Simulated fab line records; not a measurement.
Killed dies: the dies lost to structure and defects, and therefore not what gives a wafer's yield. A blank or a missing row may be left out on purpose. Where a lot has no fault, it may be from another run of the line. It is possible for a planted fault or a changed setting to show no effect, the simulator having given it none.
What tool caused it? / flow nandHarc / 24 lots, 72 wafers sampled, at 6 steps of a route of 1302

== WHAT EACH GAUGE READ, for each wafer ==
No reading from a measuring or inspecting step in the record can be judged against a usual standard deviation.

== EACH LOT AND THE TOOL THAT RAN IT (in order: tool; ch and the chambers of the sampled wafers; start) ==
lot=L074; NHARC_A_SLIT_STRIP_18=rieDiel-02 ch 0,1,2, day 21 14:41 or earlier; NHARC_A_CONTACT_DEP_24=pecvd-03 ch 0,2, day 21 14:41; NHARC_A_CONTACT_ETCH_50=rieDiel-07 ch 1,2,3, day 22 01:10 or earlier; NHARC_A_CONTACT_ETCH_116=harCapEtch-03 ch 0,1, day 22 01:10; NHARC_A_CONTACT_ETCH_117=harCapEtch-03 ch 0,1, day 22 01:24; NHARC_A_CONTACT_ETCH_122=harCapEtch-03 ch 0,1, day 22 02:32
lot=L075; NHARC_A_SLIT_STRIP_18=rieDiel-13 ch 0,3, day 21 14:19 or earlier; NHARC_A_CONTACT_DEP_24=pecvd-03 ch 1,2, day 21 14:19; NHARC_A_CONTACT_ETCH_50=rieDiel-12 ch 0,1, day 21 22:42 or earlier; NHARC_A_CONTACT_ETCH_116=harCapEtch-02 ch 0,1, day 21 22:42; NHARC_A_CONTACT_ETCH_117=harCapEtch-02 ch 0,1, day 21 22:52; NHARC_A_CONTACT_ETCH_122=harCapEtch-02 ch 0,1, day 21 23:43
lot=L076; NHARC_A_SLIT_STRIP_18=rieDiel-02 ch 1,2,3, day 22 01:07 or earlier; NHARC_A_CONTACT_DEP_24=pecvd-02 ch 0,1,2, day 22 01:07; NHARC_A_CONTACT_ETCH_50=rieDiel-07 ch 0,2,3, day 22 10:23 or earlier; NHARC_A_CONTACT_ETCH_116=harCapEtch-02 ch 0,1, day 22 10:23; NHARC_A_CONTACT_ETCH_117=harCapEtch-02 ch 0,1, day 22 10:33; NHARC_A_CONTACT_ETCH_122=harCapEtch-02 ch 0,1, day 22 11:25
lot=L077; NHARC_A_SLIT_STRIP_18=rieDiel-09 ch 0,2,3, day 22 05:10 or earlier; NHARC_A_CONTACT_DEP_24=pecvd-02 ch 0,1,2, day 22 05:10; NHARC_A_CONTACT_ETCH_50=rieDiel-07 ch 1,2,3, day 22 14:27 or earlier; NHARC_A_CONTACT_ETCH_116=harCapEtch-03 ch 0,1, day 22 14:27; NHARC_A_CONTACT_ETCH_117=harCapEtch-03 ch 0,1, day 22 14:37; NHARC_A_CONTACT_ETCH_122=harCapEtch-03 ch 0,1, day 22 15:29
lot=L078; NHARC_A_SLIT_STRIP_18=rieDiel-09 ch 0,2, day 23 07:25 or earlier; NHARC_A_CONTACT_DEP_24=pecvd-01 ch 1,2, day 23 07:25; NHARC_A_CONTACT_ETCH_50=rieDiel-12 ch 2,3, day 23 15:55 or earlier; NHARC_A_CONTACT_ETCH_116=harCapEtch-02 ch 0,1, day 23 15:55; NHARC_A_CONTACT_ETCH_117=harCapEtch-02 ch 0,1, day 23 16:05; NHARC_A_CONTACT_ETCH_122=harCapEtch-02 ch 0,1, day 23 16:56
lot=L079; NHARC_A_SLIT_STRIP_18=rieDiel-09 ch 1,3, day 23 19:26 or earlier; NHARC_A_CONTACT_DEP_24=pecvd-02 ch 0,2, day 23 19:26; NHARC_A_CONTACT_ETCH_50=rieDiel-07 ch 0,2, day 24 07:22 or earlier; NHARC_A_CONTACT_ETCH_116=harCapEtch-02 ch 0,1, day 24 07:22; NHARC_A_CONTACT_ETCH_117=harCapEtch-02 ch 0,1, day 24 07:32; NHARC_A_CONTACT_ETCH_122=harCapEtch-02 ch 0,1, day 24 08:23
lot=L080; NHARC_A_SLIT_STRIP_18=rieDiel-02 ch 0,2,3, day 23 19:18 or earlier; NHARC_A_CONTACT_DEP_24=pecvd-01 ch 0,2, day 23 19:18; NHARC_A_CONTACT_ETCH_50=rieDiel-12 ch 0,1,3, day 24 06:56 or earlier; NHARC_A_CONTACT_ETCH_116=harCapEtch-01 ch 0,1, day 24 06:56; NHARC_A_CONTACT_ETCH_117=harCapEtch-01 ch 0,1, day 24 07:09; NHARC_A_CONTACT_ETCH_122=harCapEtch-01 ch 0,1, day 24 08:07
lot=L081; NHARC_A_SLIT_STRIP_18=rieDiel-09 ch 2,3, day 24 10:22 or earlier; NHARC_A_CONTACT_DEP_24=pecvd-03 ch 0,2, day 24 10:22; NHARC_A_CONTACT_ETCH_50=rieDiel-04 ch 0,1, day 25 00:18 or earlier; NHARC_A_CONTACT_ETCH_116=harCapEtch-03 ch 0,1, day 25 00:18; NHARC_A_CONTACT_ETCH_117=harCapEtch-03 ch 0,1, day 25 00:29; NHARC_A_CONTACT_ETCH_122=harCapEtch-03 ch 0,1, day 25 01:19
lot=L082; NHARC_A_SLIT_STRIP_18=rieDiel-09 ch 0,1,3, day 24 23:31 or earlier; NHARC_A_CONTACT_DEP_24=pecvd-01 ch 1,2, day 24 23:31; NHARC_A_CONTACT_ETCH_50=rieDiel-12 ch 1,2,3, day 25 08:23 or earlier; NHARC_A_CONTACT_ETCH_116=harCapEtch-02 ch 0,1, day 25 08:23; NHARC_A_CONTACT_ETCH_117=harCapEtch-02 ch 0,1, day 25 08:33; NHARC_A_CONTACT_ETCH_122=harCapEtch-02 ch 0,1, day 25 09:25
lot=L084; NHARC_A_SLIT_STRIP_18=rieDiel-13 ch 1,2, day 25 06:48 or earlier; NHARC_A_CONTACT_DEP_24=pecvd-03 ch 0,1,2, day 25 06:48; NHARC_A_CONTACT_ETCH_50=rieDiel-04 ch 1,2,3, day 25 18:43 or earlier; NHARC_A_CONTACT_ETCH_116=harCapEtch-02 ch 0,1, day 25 18:43; NHARC_A_CONTACT_ETCH_117=harCapEtch-02 ch 0,1, day 25 18:53; NHARC_A_CONTACT_ETCH_122=harCapEtch-02 ch 0,1, day 25 19:44
lot=L086; NHARC_A_SLIT_STRIP_18=rieDiel-02 ch 1,2,3, day 25 07:01 or earlier; NHARC_A_CONTACT_DEP_24=pecvd-02 ch 0,1, day 25 07:01; NHARC_A_CONTACT_ETCH_50=rieDiel-12 ch 0,2,3, day 25 17:27 or earlier; NHARC_A_CONTACT_ETCH_116=harCapEtch-03 ch 0,1, day 25 17:27; NHARC_A_CONTACT_ETCH_117=harCapEtch-03 ch 0,1, day 25 17:37; NHARC_A_CONTACT_ETCH_122=harCapEtch-03 ch 0,1, day 25 18:28
lot=L085; NHARC_A_SLIT_STRIP_18=rieDiel-09 ch 0,1,2, day 25 10:27 or earlier; NHARC_A_CONTACT_DEP_24=pecvd-03 ch 0,1,2, day 25 10:27; NHARC_A_CONTACT_ETCH_50=rieDiel-12 ch 1,3, day 25 21:32 or earlier; NHARC_A_CONTACT_ETCH_116=harCapEtch-02 ch 0, day 25 21:32; NHARC_A_CONTACT_ETCH_117=harCapEtch-02 ch 0, day 25 21:42; NHARC_A_CONTACT_ETCH_122=harCapEtch-02 ch 0, day 25 22:34
lot=L083; NHARC_A_SLIT_STRIP_18=rieDiel-02 ch 1,2,3, day 25 15:26 or earlier; NHARC_A_CONTACT_DEP_24=pecvd-03 ch 0,1,2, day 25 15:26; NHARC_A_CONTACT_ETCH_50=rieDiel-12 ch 0,2,3, day 26 01:03 or earlier; NHARC_A_CONTACT_ETCH_116=harCapEtch-03 ch 0,1, day 26 01:03; NHARC_A_CONTACT_ETCH_117=harCapEtch-03 ch 0,1, day 26 01:13; NHARC_A_CONTACT_ETCH_122=harCapEtch-03 ch 0,1, day 26 02:04
lot=L089; NHARC_A_SLIT_STRIP_18=rieDiel-13 ch 0,2,3, day 26 17:27 or earlier; NHARC_A_CONTACT_DEP_24=pecvd-01 ch 0,1,2, day 26 17:27; NHARC_A_CONTACT_ETCH_50=rieDiel-07 ch 0,3, day 27 03:13 or earlier; NHARC_A_CONTACT_ETCH_116=harCapEtch-03 ch 0,1, day 27 03:13; NHARC_A_CONTACT_ETCH_117=harCapEtch-03 ch 0,1, day 27 03:23; NHARC_A_CONTACT_ETCH_122=harCapEtch-03 ch 0,1, day 27 04:14
lot=L087; NHARC_A_SLIT_STRIP_18=rieDiel-09 ch 0,2,3, day 26 17:22 or earlier; NHARC_A_CONTACT_DEP_24=pecvd-02 ch 0,1,2, day 26 17:22; NHARC_A_CONTACT_ETCH_50=rieDiel-04 ch 0,1,3, day 27 01:53 or earlier; NHARC_A_CONTACT_ETCH_116=harCapEtch-01 ch 0,1, day 27 01:53; NHARC_A_CONTACT_ETCH_117=harCapEtch-01 ch 0,1, day 27 02:03; NHARC_A_CONTACT_ETCH_122=harCapEtch-01 ch 0,1, day 27 02:54
lot=L088; NHARC_A_SLIT_STRIP_18=rieDiel-02 ch 0,1,2, day 27 10:13 or earlier; NHARC_A_CONTACT_DEP_24=pecvd-03 ch 0,1,2, day 27 10:13; NHARC_A_CONTACT_ETCH_50=rieDiel-07 ch 0,3, day 27 19:02 or earlier; NHARC_A_CONTACT_ETCH_116=harCapEtch-03 ch 0,1, day 27 19:02; NHARC_A_CONTACT_ETCH_117=harCapEtch-03 ch 0,1, day 27 19:13; NHARC_A_CONTACT_ETCH_122=harCapEtch-03 ch 0,1, day 27 20:04
lot=L090; NHARC_A_SLIT_STRIP_18=rieDiel-02 ch 1,3, day 28 01:31 or earlier; NHARC_A_CONTACT_DEP_24=pecvd-03 ch 0,1,2, day 28 01:31; NHARC_A_CONTACT_ETCH_50=rieDiel-12 ch 0,1,2, day 28 10:51 or earlier; NHARC_A_CONTACT_ETCH_116=harCapEtch-02 ch 0,1, day 28 10:51; NHARC_A_CONTACT_ETCH_117=harCapEtch-02 ch 0,1, day 28 11:01; NHARC_A_CONTACT_ETCH_122=harCapEtch-02 ch 0,1, day 28 11:52
lot=L092; NHARC_A_SLIT_STRIP_18=rieDiel-13 ch 1,2,3, day 28 15:21 or earlier; NHARC_A_CONTACT_DEP_24=pecvd-02 ch 0,1,2, day 28 15:21; NHARC_A_CONTACT_ETCH_50=rieDiel-12 ch 0,1,3, day 29 02:13 or earlier; NHARC_A_CONTACT_ETCH_116=harCapEtch-01 ch 0,1, day 29 02:13; NHARC_A_CONTACT_ETCH_117=harCapEtch-01 ch 0,1, day 29 02:23; NHARC_A_CONTACT_ETCH_122=harCapEtch-01 ch 0,1, day 29 03:14
lot=L091; NHARC_A_SLIT_STRIP_18=rieDiel-13 ch 0,1,2, day 28 15:21 or earlier; NHARC_A_CONTACT_DEP_24=pecvd-03 ch 0,1,2, day 28 15:21; NHARC_A_CONTACT_ETCH_50=rieDiel-12 ch 1,3, day 29 01:23 or earlier; NHARC_A_CONTACT_ETCH_116=harCapEtch-02 ch 0, day 29 01:23; NHARC_A_CONTACT_ETCH_117=harCapEtch-02 ch 0, day 29 01:34; NHARC_A_CONTACT_ETCH_122=harCapEtch-02 ch 0, day 29 02:25
lot=L093; NHARC_A_SLIT_STRIP_18=rieDiel-09 ch 2,3, day 28 23:33 or earlier; NHARC_A_CONTACT_DEP_24=pecvd-01 ch 0,1,2, day 28 23:33; NHARC_A_CONTACT_ETCH_50=rieDiel-12 ch 0,1,2, day 29 07:56 or earlier; NHARC_A_CONTACT_ETCH_116=harCapEtch-02 ch 0,1, day 29 07:56; NHARC_A_CONTACT_ETCH_117=harCapEtch-02 ch 0,1, day 29 08:06; NHARC_A_CONTACT_ETCH_122=harCapEtch-02 ch 0,1, day 29 08:58
lot=L094; NHARC_A_SLIT_STRIP_18=rieDiel-02 ch 1,2,3, day 28 23:41 or earlier; NHARC_A_CONTACT_DEP_24=pecvd-02 ch 1,2, day 28 23:41; NHARC_A_CONTACT_ETCH_50=rieDiel-04 ch 1,2, day 29 09:19 or earlier; NHARC_A_CONTACT_ETCH_116=harCapEtch-01 ch 0,1, day 29 09:19; NHARC_A_CONTACT_ETCH_117=harCapEtch-01 ch 0,1, day 29 09:33; NHARC_A_CONTACT_ETCH_122=harCapEtch-01 ch 0,1, day 29 10:41
lot=L095; NHARC_A_SLIT_STRIP_18=rieDiel-02 ch 0,2,3, day 29 11:55 or earlier; NHARC_A_CONTACT_DEP_24=pecvd-03 ch 0,1,2, day 29 11:55; NHARC_A_CONTACT_ETCH_50=rieDiel-12 ch 2,3, day 29 23:40 or earlier; NHARC_A_CONTACT_ETCH_116=harCapEtch-03 ch 0,1, day 29 23:40; NHARC_A_CONTACT_ETCH_117=harCapEtch-03 ch 0,1, day 29 23:50; NHARC_A_CONTACT_ETCH_122=harCapEtch-03 ch 0,1, day 30 00:41
lot=L096; NHARC_A_SLIT_STRIP_18=rieDiel-13 ch 0,1,2, day 30 08:08 or earlier; NHARC_A_CONTACT_DEP_24=pecvd-01 ch 0,1, day 30 08:08; NHARC_A_CONTACT_ETCH_50=rieDiel-12 ch 0,2,3, day 30 16:44 or earlier; NHARC_A_CONTACT_ETCH_116=harCapEtch-03 ch 0,1, day 30 16:44; NHARC_A_CONTACT_ETCH_117=harCapEtch-03 ch 0,1, day 30 16:55; NHARC_A_CONTACT_ETCH_122=harCapEtch-03 ch 0,1, day 30 17:46
lot=L097; NHARC_A_SLIT_STRIP_18=rieDiel-09 ch 0,1,2, day 30 22:46 or earlier; NHARC_A_CONTACT_DEP_24=pecvd-01 ch 0,2, day 30 22:46; NHARC_A_CONTACT_ETCH_50=rieDiel-12 ch 2,3, day 31 08:38; NHARC_A_CONTACT_ETCH_116=harCapEtch-03 ch 1, day 31 11:37; NHARC_A_CONTACT_ETCH_117=harCapEtch-03 ch 1, day 31 11:47; NHARC_A_CONTACT_ETCH_122=harCapEtch-03 ch 1, day 31 12:38
- NHARC_A_SLIT_STRIP_18: strips in O2.
- NHARC_A_CONTACT_DEP_24: deposits SiO2, target thk 500 nm.
- NHARC_A_CONTACT_ETCH_50: etches the open film in CF4/CHF3, target depth 121 nm, time 60.5 s.
- NHARC_A_CONTACT_ETCH_116: etches the open film in C4F8/O2/Ar, time 190 s, target depth 1850 nm.
- NHARC_A_CONTACT_ETCH_117: etches the open film in C4F8/O2/Ar, time 190 s, target depth 1850 nm.
- NHARC_A_CONTACT_ETCH_122: etches the open film in C4F8/O2/Ar, time 190 s, target depth 1850 nm.

== WHAT THE TOOLS THEMSELVES READ (means of the sampled wafers that have a number; where no wafer has one, the mark that the record gives instead) ==
NHARC_A_SLIT_STRIP_18. Usual: drypumpMotorCurrentA 5.8 A, standard deviation 0.49; oesProductAu 1.002 a.u., standard deviation 0.0074; rfVppV 58.0 V, standard deviation 0.97; showerheadPlenumPTorr 3.57 Torr, standard deviation 0.16; throttleValvePct 17.037 %, standard deviation 0.0093.
lot=L074; tool=rieDiel-02; drypumpMotorCurrentA (A)=5.5; oesProductAu (a.u.)=0.999; rfVppV (V)=58.3; showerheadPlenumPTorr (Torr)=3.63; throttleValvePct (%)=17.042; flag=
lot=L075; tool=rieDiel-13; drypumpMotorCurrentA (A)=6.2; oesProductAu (a.u.)=1.014; rfVppV (V)=57.4; showerheadPlenumPTorr (Torr)=3.68; throttleValvePct (%)=17.030; flag=
lot=L076; tool=rieDiel-02; drypumpMotorCurrentA (A)=5.5; oesProductAu (a.u.)=1.004; rfVppV (V)=58.4; showerheadPlenumPTorr (Torr)=3.61; throttleValvePct (%)=17.046; flag=
lot=L077; tool=rieDiel-09; drypumpMotorCurrentA (A)=5.9; oesProductAu (a.u.)=0.997; rfVppV (V)=58.4; showerheadPlenumPTorr (Torr)=3.57; throttleValvePct (%)=17.031; flag=
lot=L078; tool=rieDiel-09; drypumpMotorCurrentA (A)=5.7; oesProductAu (a.u.)=0.995; rfVppV (V)=56.8; showerheadPlenumPTorr (Torr)=3.48; throttleValvePct (%)=17.041; flag=
lot=L079; tool=rieDiel-09; drypumpMotorCurrentA (A)=6.1; oesProductAu (a.u.)=1.010; rfVppV (V)=57.9; showerheadPlenumPTorr (Torr)=3.57; throttleValvePct (%)=17.034; flag=
lot=L080; tool=rieDiel-02; drypumpMotorCurrentA (A)=5.6; oesProductAu (a.u.)=1.008; rfVppV (V)=57.8; showerheadPlenumPTorr (Torr)=3.49; throttleValvePct (%)=17.035; flag=
lot=L081; tool=rieDiel-09; drypumpMotorCurrentA (A)=5.6; oesProductAu (a.u.)=1.011; rfVppV (V)=57.3; showerheadPlenumPTorr (Torr)=3.43; throttleValvePct (%)=17.037; flag=
lot=L082; tool=rieDiel-09; drypumpMotorCurrentA (A)=6.2; oesProductAu (a.u.)=1.001; rfVppV (V)=58.2; showerheadPlenumPTorr (Torr)=3.62; throttleValvePct (%)=17.030; flag=
lot=L084; tool=rieDiel-13; drypumpMotorCurrentA (A)=6.0; oesProductAu (a.u.)=0.998; rfVppV (V)=58.1; showerheadPlenumPTorr (Torr)=3.53; throttleValvePct (%)=17.033; flag=
lot=L086; tool=rieDiel-02; drypumpMotorCurrentA (A)=5.5; oesProductAu (a.u.)=1.004; rfVppV (V)=58.1; showerheadPlenumPTorr (Torr)=3.61; throttleValvePct (%)=17.033; flag=
lot=L085; tool=rieDiel-09; drypumpMotorCurrentA (A)=5.9; oesProductAu (a.u.)=0.996; rfVppV (V)=57.3; showerheadPlenumPTorr (Torr)=3.52; throttleValvePct (%)=17.031; flag=
lot=L083; tool=rieDiel-02; drypumpMotorCurrentA (A)=5.6; oesProductAu (a.u.)=1.002; rfVppV (V)=58.4; showerheadPlenumPTorr (Torr)=3.61; throttleValvePct (%)=17.037; flag=
lot=L089; tool=rieDiel-13; drypumpMotorCurrentA (A)=6.0; oesProductAu (a.u.)=0.997; rfVppV (V)=59.0; showerheadPlenumPTorr (Torr)=3.65; throttleValvePct (%)=17.030; flag=
lot=L087; tool=rieDiel-09; drypumpMotorCurrentA (A)=5.9; oesProductAu (a.u.)=1.003; rfVppV (V)=56.9; showerheadPlenumPTorr (Torr)=3.56; throttleValvePct (%)=17.036; flag=
lot=L088; tool=rieDiel-02; drypumpMotorCurrentA (A)=5.5; oesProductAu (a.u.)=0.996; rfVppV (V)=57.8; showerheadPlenumPTorr (Torr)=3.63; throttleValvePct (%)=17.035; flag=
lot=L090; tool=rieDiel-02; drypumpMotorCurrentA (A)=5.1; oesProductAu (a.u.)=1.000; rfVppV (V)=57.8; showerheadPlenumPTorr (Torr)=3.62; throttleValvePct (%)=17.045; flag=
lot=L092; tool=rieDiel-13; drypumpMotorCurrentA (A)=6.1; oesProductAu (a.u.)=0.997; rfVppV (V)=58.0; showerheadPlenumPTorr (Torr)=3.58; throttleValvePct (%)=17.039; flag=
lot=L091; tool=rieDiel-13; drypumpMotorCurrentA (A)=6.1; oesProductAu (a.u.)=1.001; rfVppV (V)=57.7; showerheadPlenumPTorr (Torr)=3.55; throttleValvePct (%)=17.049; flag=
lot=L093; tool=rieDiel-09; drypumpMotorCurrentA (A)=5.6; oesProductAu (a.u.)=1.000; rfVppV (V)=56.8; showerheadPlenumPTorr (Torr)=3.42; throttleValvePct (%)=17.038; flag=
lot=L094; tool=rieDiel-02; drypumpMotorCurrentA (A)=5.5; oesProductAu (a.u.)=1.000; rfVppV (V)=59.1; showerheadPlenumPTorr (Torr)=3.61; throttleValvePct (%)=17.043; flag=
lot=L095; tool=rieDiel-02; drypumpMotorCurrentA (A)=5.6; oesProductAu (a.u.)=1.004; rfVppV (V)=57.9; showerheadPlenumPTorr (Torr)=3.49; throttleValvePct (%)=17.034; flag=
lot=L096; tool=rieDiel-13; drypumpMotorCurrentA (A)=6.1; oesProductAu (a.u.)=0.994; rfVppV (V)=58.3; showerheadPlenumPTorr (Torr)=3.55; throttleValvePct (%)=17.035; flag=
lot=L097; tool=rieDiel-09; drypumpMotorCurrentA (A)=5.9; oesProductAu (a.u.)=1.003; rfVppV (V)=57.5; showerheadPlenumPTorr (Torr)=3.52; throttleValvePct (%)=17.047; flag=

NHARC_A_CONTACT_DEP_24. Usual: heaterPowerW 559 W, standard deviation 80; throttleValvePct 16.1 %, standard deviation 0.69.
lot=L074; tool=pecvd-03; heaterPowerW (W)=543; throttleValvePct (%)=16.2; flag=
lot=L075; tool=pecvd-03; heaterPowerW (W)=541; throttleValvePct (%)=16.4; flag=
lot=L076; tool=pecvd-02; heaterPowerW (W)=520; throttleValvePct (%)=16.2; flag=
lot=L077; tool=pecvd-02; heaterPowerW (W)=503; throttleValvePct (%)=16.2; flag=
lot=L078; tool=pecvd-01; heaterPowerW (W)=608; throttleValvePct (%)=15.5; flag=
lot=L079; tool=pecvd-02; heaterPowerW (W)=465; throttleValvePct (%)=16.6; flag=
lot=L080; tool=pecvd-01; heaterPowerW (W)=664; throttleValvePct (%)=15.4; flag=
lot=L081; tool=pecvd-03; heaterPowerW (W)=548; throttleValvePct (%)=16.4; flag=
lot=L082; tool=pecvd-01; heaterPowerW (W)=561; throttleValvePct (%)=15.4; flag=
lot=L084; tool=pecvd-03; heaterPowerW (W)=477; throttleValvePct (%)=15.8; flag=
lot=L086; tool=pecvd-02; heaterPowerW (W)=476; throttleValvePct (%)=16.4; flag=
lot=L085; tool=pecvd-03; heaterPowerW (W)=590; throttleValvePct (%)=16.1; flag=
lot=L083; tool=pecvd-03; heaterPowerW (W)=561; throttleValvePct (%)=15.9; flag=
lot=L089; tool=pecvd-01; heaterPowerW (W)=596; throttleValvePct (%)=16.0; flag=
lot=L087; tool=pecvd-02; heaterPowerW (W)=557; throttleValvePct (%)=16.2; flag=
lot=L088; tool=pecvd-03; heaterPowerW (W)=544; throttleValvePct (%)=16.2; flag=
lot=L090; tool=pecvd-03; heaterPowerW (W)=554; throttleValvePct (%)=16.1; flag=
lot=L092; tool=pecvd-02; heaterPowerW (W)=559; throttleValvePct (%)=16.3; flag=
lot=L091; tool=pecvd-03; heaterPowerW (W)=592; throttleValvePct (%)=16.1; flag=
lot=L093; tool=pecvd-01; heaterPowerW (W)=648; throttleValvePct (%)=16.0; flag=
lot=L094; tool=pecvd-02; heaterPowerW (W)=579; throttleValvePct (%)=15.9; flag=
lot=L095; tool=pecvd-03; heaterPowerW (W)=500; throttleValvePct (%)=16.1; flag=
lot=L096; tool=pecvd-01; heaterPowerW (W)=558; throttleValvePct (%)=16.4; flag=
lot=L097; tool=pecvd-01; heaterPowerW (W)=622; throttleValvePct (%)=15.5; flag=

NHARC_A_CONTACT_ETCH_50. Usual: cf4FlowSccm 100.0 sccm, standard deviation 0.3; drypumpMotorCurrentA 5.9 A, standard deviation 0.46; oesProductAu 0.955 a.u., standard deviation 0.021; rfVppV 370.8 V, standard deviation 2.3; showerheadPlenumPTorr 1.58 Torr, standard deviation 0.067; throttleValvePct 16.803 %, standard deviation 0.0091.
lot=L074; tool=rieDiel-07; cf4FlowSccm (sccm)=100.2; drypumpMotorCurrentA (A)=5.8; oesProductAu (a.u.)=0.966; rfVppV (V)=371.7; showerheadPlenumPTorr (Torr)=1.60; throttleValvePct (%)=16.804; flag=
lot=L075; tool=rieDiel-12; cf4FlowSccm (sccm)=100.2; drypumpMotorCurrentA (A)=5.9; oesProductAu (a.u.)=0.971; rfVppV (V)=371.2; showerheadPlenumPTorr (Torr)=1.60; throttleValvePct (%)=16.801; flag=
lot=L076; tool=rieDiel-07; cf4FlowSccm (sccm)=100.3; drypumpMotorCurrentA (A)=6.2; oesProductAu (a.u.)=0.963; rfVppV (V)=370.2; showerheadPlenumPTorr (Torr)=1.56; throttleValvePct (%)=16.798; flag=
lot=L077; tool=rieDiel-07; cf4FlowSccm (sccm)=99.9; drypumpMotorCurrentA (A)=5.8; oesProductAu (a.u.)=0.955; rfVppV (V)=371.0; showerheadPlenumPTorr (Torr)=1.60; throttleValvePct (%)=16.813; flag=
lot=L078; tool=rieDiel-12; cf4FlowSccm (sccm)=100.1; drypumpMotorCurrentA (A)=5.9; oesProductAu (a.u.)=0.982; rfVppV (V)=370.4; showerheadPlenumPTorr (Torr)=1.58; throttleValvePct (%)=16.799; flag=
lot=L079; tool=rieDiel-07; cf4FlowSccm (sccm)=100.5; drypumpMotorCurrentA (A)=6.3; oesProductAu (a.u.)=0.927; rfVppV (V)=369.4; showerheadPlenumPTorr (Torr)=1.54; throttleValvePct (%)=16.810; flag=
lot=L080; tool=rieDiel-12; cf4FlowSccm (sccm)=100.0; drypumpMotorCurrentA (A)=6.1; oesProductAu (a.u.)=0.965; rfVppV (V)=372.6; showerheadPlenumPTorr (Torr)=1.61; throttleValvePct (%)=16.797; flag=
lot=L081; tool=rieDiel-04; cf4FlowSccm (sccm)=99.9; drypumpMotorCurrentA (A)=5.2; oesProductAu (a.u.)=0.970; rfVppV (V)=371.3; showerheadPlenumPTorr (Torr)=1.63; throttleValvePct (%)=16.801; flag=
lot=L082; tool=rieDiel-12; cf4FlowSccm (sccm)=99.8; drypumpMotorCurrentA (A)=5.9; oesProductAu (a.u.)=0.939; rfVppV (V)=372.6; showerheadPlenumPTorr (Torr)=1.61; throttleValvePct (%)=16.811; flag=
lot=L084; tool=rieDiel-04; cf4FlowSccm (sccm)=99.9; drypumpMotorCurrentA (A)=5.4; oesProductAu (a.u.)=0.972; rfVppV (V)=368.1; showerheadPlenumPTorr (Torr)=1.50; throttleValvePct (%)=16.814; flag=
lot=L086; tool=rieDiel-12; cf4FlowSccm (sccm)=100.0; drypumpMotorCurrentA (A)=6.0; oesProductAu (a.u.)=0.972; rfVppV (V)=371.0; showerheadPlenumPTorr (Torr)=1.58; throttleValvePct (%)=16.792; flag=
lot=L085; tool=rieDiel-12; cf4FlowSccm (sccm)=99.8; drypumpMotorCurrentA (A)=6.0; oesProductAu (a.u.)=0.962; rfVppV (V)=372.4; showerheadPlenumPTorr (Torr)=1.63; throttleValvePct (%)=16.800; flag=
lot=L083; tool=rieDiel-12; cf4FlowSccm (sccm)=99.9; drypumpMotorCurrentA (A)=6.0; oesProductAu (a.u.)=0.940; rfVppV (V)=370.4; showerheadPlenumPTorr (Torr)=1.58; throttleValvePct (%)=16.808; flag=
lot=L089; tool=rieDiel-07; cf4FlowSccm (sccm)=99.7; drypumpMotorCurrentA (A)=6.0; oesProductAu (a.u.)=0.932; rfVppV (V)=367.7; showerheadPlenumPTorr (Torr)=1.48; throttleValvePct (%)=16.806; flag=
lot=L087; tool=rieDiel-04; cf4FlowSccm (sccm)=100.0; drypumpMotorCurrentA (A)=5.2; oesProductAu (a.u.)=0.927; rfVppV (V)=371.4; showerheadPlenumPTorr (Torr)=1.57; throttleValvePct (%)=16.810; flag=
lot=L088; tool=rieDiel-07; cf4FlowSccm (sccm)=100.1; drypumpMotorCurrentA (A)=6.0; oesProductAu (a.u.)=0.931; rfVppV (V)=367.1; showerheadPlenumPTorr (Torr)=1.47; throttleValvePct (%)=16.800; flag=
lot=L090; tool=rieDiel-12; cf4FlowSccm (sccm)=100.4; drypumpMotorCurrentA (A)=5.8; oesProductAu (a.u.)=0.938; rfVppV (V)=371.1; showerheadPlenumPTorr (Torr)=1.59; throttleValvePct (%)=16.789; flag=
lot=L092; tool=rieDiel-12; cf4FlowSccm (sccm)=100.1; drypumpMotorCurrentA (A)=6.1; oesProductAu (a.u.)=0.946; rfVppV (V)=371.3; showerheadPlenumPTorr (Torr)=1.61; throttleValvePct (%)=16.807; flag=
lot=L091; tool=rieDiel-12; cf4FlowSccm (sccm)=100.0; drypumpMotorCurrentA (A)=6.3; oesProductAu (a.u.)=0.965; rfVppV (V)=372.2; showerheadPlenumPTorr (Torr)=1.62; throttleValvePct (%)=16.802; flag=
lot=L093; tool=rieDiel-12; cf4FlowSccm (sccm)=99.9; drypumpMotorCurrentA (A)=5.8; oesProductAu (a.u.)=0.967; rfVppV (V)=371.3; showerheadPlenumPTorr (Torr)=1.59; throttleValvePct (%)=16.795; flag=
lot=L094; tool=rieDiel-04; cf4FlowSccm (sccm)=99.8; drypumpMotorCurrentA (A)=5.2; oesProductAu (a.u.)=0.929; rfVppV (V)=367.8; showerheadPlenumPTorr (Torr)=1.49; throttleValvePct (%)=16.803; flag=
lot=L095; tool=rieDiel-12; cf4FlowSccm (sccm)=99.7; drypumpMotorCurrentA (A)=5.9; oesProductAu (a.u.)=0.964; rfVppV (V)=370.3; showerheadPlenumPTorr (Torr)=1.58; throttleValvePct (%)=16.807; flag=
lot=L096; tool=rieDiel-12; cf4FlowSccm (sccm)=99.9; drypumpMotorCurrentA (A)=6.0; oesProductAu (a.u.)=0.971; rfVppV (V)=370.9; showerheadPlenumPTorr (Torr)=1.58; throttleValvePct (%)=16.800; flag=
lot=L097; tool=rieDiel-12; cf4FlowSccm (sccm)=100.0; drypumpMotorCurrentA (A)=5.9; oesProductAu (a.u.)=0.976; rfVppV (V)=370.4; showerheadPlenumPTorr (Torr)=1.58; throttleValvePct (%)=16.795; flag=

== THE ANSWER, worked out from the rows above alone ==
Rule: a lot counts as off when the mean over its wafers that have a number is more than 3 standard deviations away from the usual mean. Also off: a lot with no number at a reading for which 4 or more lots have one. The other lots that the step has rows for count as sound. Order of review: gauges by route order, followed by the tools' own readings, for which a lot's mean as printed above is used. At the first step where some lot is off, the reading lying furthest off is the one used; lots without a number count as furthest.
Nothing can be told from this: no lot is off at any reading shown.

== WHAT THE SIMULATOR PUT IN ==
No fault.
